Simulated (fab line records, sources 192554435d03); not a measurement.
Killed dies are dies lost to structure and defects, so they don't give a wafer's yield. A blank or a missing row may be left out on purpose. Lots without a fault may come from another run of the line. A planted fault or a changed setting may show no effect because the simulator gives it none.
fab line records | flow n5_finfet | part 2 of 2: steps 22 to 29 of 29
record lots=5 wafers=15 last_day=17
route steps=1938 shown BEOL_M4@1032
lots that met no fault: from a run of the same line without faults
start_h: hours from the record's first day to the start of the lot's first wafer shown | wait_h: hours since the lot's step before | " the same as in the row above | L1.1+2: a row that stands for several wafers | - no value, or no start given | * or withheld: withheld | < > ~ a bound
route shown NAME@n: a module of which the file shows steps, and the number in the route of the first | usual: mean/standard deviation of fault-free wafers | same: alike in all rows | chamber/n: place in a boat | sites: the reading at each site | _std_site: their standard deviation | _edge_site: outer sites' mean less inner sites' | radius_mm: how far each site lies from the wafer's centre | mask NAME#n: copy n | behind: the tool/chamber that last shaped the wafer | hold: why the lot was held/for how many hours/how that ended | device: the transistor (n, p or np) that didn't switch | end of line: the same wafers' tests at the end of the route | a step without rows: its recipe alone | killed: dies lost to structure and defects at the first sort, not the wafer's yield | map: a wafer's dies, x killed, . not, _ none there
set.NAME: the setting as run; set.NAME@STEP: as run at that earlier step | model.NAME: the simulator's own value behind a step, which no gauge read
lots at some steps of the route; a table a step, a row a wafer
services: from which hour (start_h, from the record's first day; less than 0 if before it) a tool's chamber was out of use, for how many hours, and why
## steps
# step N5_BEOL_M4_EXPOSE_25
# recipe mask_id=V3 na=0.33 source_shape=quasar sigma_inner=0.2 sigma_outer=0.8 polarization=unpolarized defocus_nm=5 dose_mj=63
# usual exposure_dose_mJ_cm2=63.4/0.58
# same sigma_inner=0.2
# columns lot.wafer tool chamber start_h wait_h mask exposure_dose_mJ_cm2
L074.2 euv_scanner-02 0 182.78 - V3#0 64.0
L074.3 " 0 " " V3#0 63.9
L074.5 " 0 " " V3#0 63.9
L083.2 euv_scanner-01 0 227.95 - V3#0 62.7
L083.3 " 0 " " V3#0 62.7
L083.5 " 0 " " V3#0 62.7
L084.1 euv_scanner-02 0 255.75 - V3#0 63.9
L084.4 " 0 " " V3#0 63.9
L084.6 " 0 " " V3#0 63.9
L087.1 euv_scanner-01 0 258.00 - V3#0 62.8
L087.2 " 0 " " V3#0 62.8
L087.3 " 0 " " V3#0 62.8
L091.1 euv_scanner-02 0 283.91 - V3#0 63.8
L091.5 " 0 " " V3#0 63.8
L091.6 " 0 " " V3#0 63.9
# step N5_BEOL_M4_PEB_26
# recipe peb_temp_c=100 peb_time_s=60 resist=CAR-EUV
# columns lot.wafer tool chamber start_h wait_h
L074.2+3+5 litho_track-01 0 182.85 0.1
L083.2+3+5 litho_track-02 0 228.02 0.1
L084.1+4+6 litho_track-02 0 255.83 0.1
L087.1+2+3 litho_track-04 0 258.08 0.1
L091.1+5+6 litho_track-01 0 283.99 0.1
# step N5_BEOL_M4_DEVELOP_27
# recipe develop_time_s=30 developer=TMAH resist=CAR-EUV rinse_liquid=surfactant_rinse dry=air_spin dev_temp_c=23
# same develop_time_s=30
# columns lot.wafer tool chamber start_h wait_h
L074.2+3+5 litho_track-01 0 - -
L083.2+3+5 litho_track-02 0 - -
L084.1+4+6 litho_track-02 0 - -
L087.1+2+3 litho_track-04 0 - -
L091.1+5+6 litho_track-01 0 - -
# step N5_BEOL_M4_CD_MEAS_28
# recipe target_cd_nm=26.2 landing_energy_ev=500 detector=se_inlens target_cd_y_nm=24.1 polarity=opening
# usual cd_nm=26.23/0.23
# columns lot.wafer tool chamber start_h wait_h cd_nm
L074.2 cd_sem-01 0 182.92 - 26.46
L074.3 " 0 " " 26.55
L074.5 " 0 " " 25.97
L083.2 cd_sem-01 0 228.09 - 26.25
L083.3 " 0 " " 26.18
L083.5 " 0 " " 26.56
L084.1 cd_sem-02 0 255.90 - 26.29
L084.4 " 0 " " 26.48
L084.6 " 0 " " 26.40
L087.1 cd_sem-02 0 258.15 - 26.17
L087.2 " 0 " " 26.26
L087.3 " 0 " " 26.02
L091.1 cd_sem-01 0 284.06 - 25.80
L091.5 " 0 " " 26.16
L091.6 " 0 " " 26.15
# step N5_BEOL_M4_OVL_MEAS_29
# recipe points_per_wafer=522
# usual V3_OVL=0.3/0.79
# columns lot.wafer tool chamber start_h wait_h V3_OVL[nm]
L074.2 overlay-02 0 182.96 0.0 -0.9
L074.3 " 0 " " -2.2
L074.5 " 0 " " -2.1
L083.2 overlay-02 0 228.12 0.0 0.4
L083.3 " 0 " " 0.0
L083.5 " 0 " " -0.3
L084.1 overlay-02 0 255.93 0.0 0.6
L084.4 " 0 " " 0.2
L084.6 " 0 " " 1.1
L087.1 overlay-01 0 258.18 0.0 -0.5
L087.2 " 0 " " -0.4
L087.3 " 0 " " -0.4
L091.1 overlay-02 0 284.09 0.0 1.1
L091.5 " 0 " " 2.0
L091.6 " 0 " " 0.7
# step N5_BEOL_M4_INSPECT_30
# recipe mode=adi inspect_instrument=brightfield
# usual raw_defect_count=411/86
# columns lot.wafer tool chamber start_h wait_h raw_defect_count
L074.2 defect_inspect-01 - 183.01 0.0 520
L074.3 " - " " 577
L074.5 " - " " 449
L083.2 defect_inspect-01 - 228.17 0.0 351
L083.3 " - " " 557
L083.5 " - " " 357
L084.1 defect_inspect-01 - 255.99 0.1 319
L084.4 " - " " 400
L084.6 " - " " 284
L087.1 defect_inspect-02 - 258.24 0.1 285
L087.2 " - " " 297
L087.3 " - " " 347
L091.1 defect_inspect-01 - 284.15 0.1 504
L091.5 " - " " 324
L091.6 " - " " 450
# step N5_BEOL_M4_DESCUM_33
# recipe chemistry=O2 time_s=7 source_power_w=50 bias_power_w=20 pressure_mtorr=20 rf_frequency_hz=2.712e+07 temp_c=40 resist=CAR-EUV o2_flow_sccm=225
# usual drypump_motor_current_A=5.6/0.5 oes_product_au=0.83/0.072 rf_fwd_power_W=49.27/0.24 rf_vpp_V=243.8/1.6 showerhead_plenum_p_Torr=2.13/0.085 throttle_valve_pct=20.37/0.16
# columns lot.wafer tool chamber start_h wait_h drypump_motor_current_A oes_product_au rf_fwd_power_W rf_hours_counter_h rf_vpp_V showerhead_plenum_p_Torr throttle_valve_pct
L074.2 rie_diel-01 0 183.05 0.0 5.8 0.82 49.44 94 243.2 2.11 20.31
L074.3 " 1 " " 5.1 0.88 48.94 37 245.2 2.22 20.35
L074.5 " 1 " " 5.1 0.88 49.08 - 244.4 2.22 20.35
L083.2 rie_diel-04 3 228.21 0.0 6.0 0.97 49.59 9 246.5 2.22 20.34
L083.3 " 1 " " 5.0 0.86 49.44 40 244.8 2.22 20.11
L083.5 " 3 " " 6.0 0.96 49.46 - 245.2 2.22 20.34
L084.1 rie_diel-04 3 256.02 0.0 6.0 0.95 49.57 20 247.0 2.22 20.35
L084.4 " 2 " " 6.1 0.78 49.02 119 242.9 2.11 20.32
L084.6 " 3 " " 6.0 0.94 49.63 - 244.2 2.22 20.36
L087.1 rie_diel-03 0 258.27 0.0 5.5 0.91 48.97 27 241.4 2.04 20.08
L087.2 " 3 " " 4.9 0.70 49.55 228 246.1 2.15 20.77
L087.3 " 1 " " 6.5 0.83 49.32 90 244.1 2.20 20.39
L091.1 rie_diel-03 0 284.31 0.2 5.5 0.89 49.05 36 240.6 2.04 20.10
L091.5 " 3 " " 4.9 0.70 49.52 - 245.3 2.15 20.79
L091.6 " 0 " " 5.5 0.91 49.24 - 242.3 2.04 20.11
# step N5_BEOL_M4_ETCH_77
# recipe chemistry=N2/H2 target=underlayer target_depth_a=65 mask_material=CAR-EUV time_s=5.2 ion_energy_ev=200 pressure_mtorr=30 source_w=840 bias_w=150 n2_flow_sccm=200 h2_flow_sccm=200 ends=cleared
# usual drypump_motor_current_A=5.6/0.5 etch_rf_on_time_s=5.15/0.071 oes_product_au=0.71/0.063 rf_fwd_power_W=819.3/2.4 rf_vpp_V=525/3.2 showerhead_plenum_p_Torr=2.59/0.1 throttle_valve_pct=17.80/0.2
# columns lot.wafer tool chamber start_h wait_h drypump_motor_current_A etch_rf_on_time_s oes_product_au rf_fwd_power_W rf_hours_counter_h rf_vpp_V showerhead_plenum_p_Torr throttle_valve_pct
L074.2 rie_diel-01 0 183.09 0.0 5.8 5.18 0.68 820.2 94 526 2.56 17.67
L074.3 " 1 " " 5.1 5.12 0.76 817.6 37 526 2.70 17.75
L074.5 " 1 " " 5.1 5.17 0.76 818.1 - 529 2.70 17.76
L083.2 rie_diel-04 3 228.24 0.0 6.1 5.06 0.83 819.4 9 529 2.71 17.72
L083.3 " 1 " " 5.0 5.13 0.73 818.5 40 529 2.70 17.67
L083.5 " 3 " " 6.0 4.96 0.84 818.8 - 529 2.71 17.74
L084.1 rie_diel-04 3 256.06 0.0 6.0 4.98 0.82 819.4 20 530 2.70 17.78
L084.4 " 2 " " 6.1 5.08 0.66 822.5 119 521 2.55 17.65
L084.6 " 3 " " 6.0 5.01 0.80 817.2 - 527 2.70 17.78
L087.1 rie_diel-03 0 258.31 0.0 5.5 5.05 0.79 818.1 27 525 2.48 17.43
L087.2 " 3 " " 4.8 5.16 0.60 817.2 228 525 2.61 18.28
L087.3 " 1 " " 6.5 5.08 0.70 818.9 90 526 2.69 17.88
L091.1 rie_diel-03 0 284.34 0.0 5.5 5.16 0.77 816.3 36 523 2.48 17.45
L091.5 " 3 " " 4.8 5.18 0.59 821.5 - 526 2.61 18.27
L091.6 " 0 " " 5.5 5.21 0.76 818.2 - 523 2.48 17.46
## services
# columns tool chamber start_h hours kind
rie_diel-03 0 165.44 - clean
rie_diel-03 0 165.44 - consumable_replace:focus_ring
rie_diel-03 0 165.44 20.8 scheduled_down
rie_diel-03 0 165.44 20.8 vent_cycle
litho_track-04 - 166.05 - consumable_replace:filter
euv_scanner-02 - 169.66 0.6 repair
rie_metal-03 0 173.53 3.5 repair
euv_scanner-01 - 174.16 4.6 pm
euv_scanner-02 - 178.76 1.0 pm
rie_metal-03 0 179.32 4.5 repair
rie_diel-04 3 182.81 - clean
rie_diel-04 3 182.81 - consumable_replace:focus_ring
rie_diel-04 3 182.81 - consumable_replace:showerhead
rie_diel-04 3 182.81 17.6 scheduled_down
rie_diel-04 3 182.81 17.6 vent_cycle
euv_scanner-01 - 197.73 1.0 pm
euv_scanner-02 0 228.76 - calibration
euv_scanner-02 - 229.62 0.8 repair
euv_scanner-02 - 234.62 1.0 pm
euv_scanner-02 - 253.28 0.4 repair
euv_scanner-01 - 253.92 1.0 pm
rie_diel-01 0 264.71 3.7 repair
rie_metal-03 - 270.81 0.8 repair
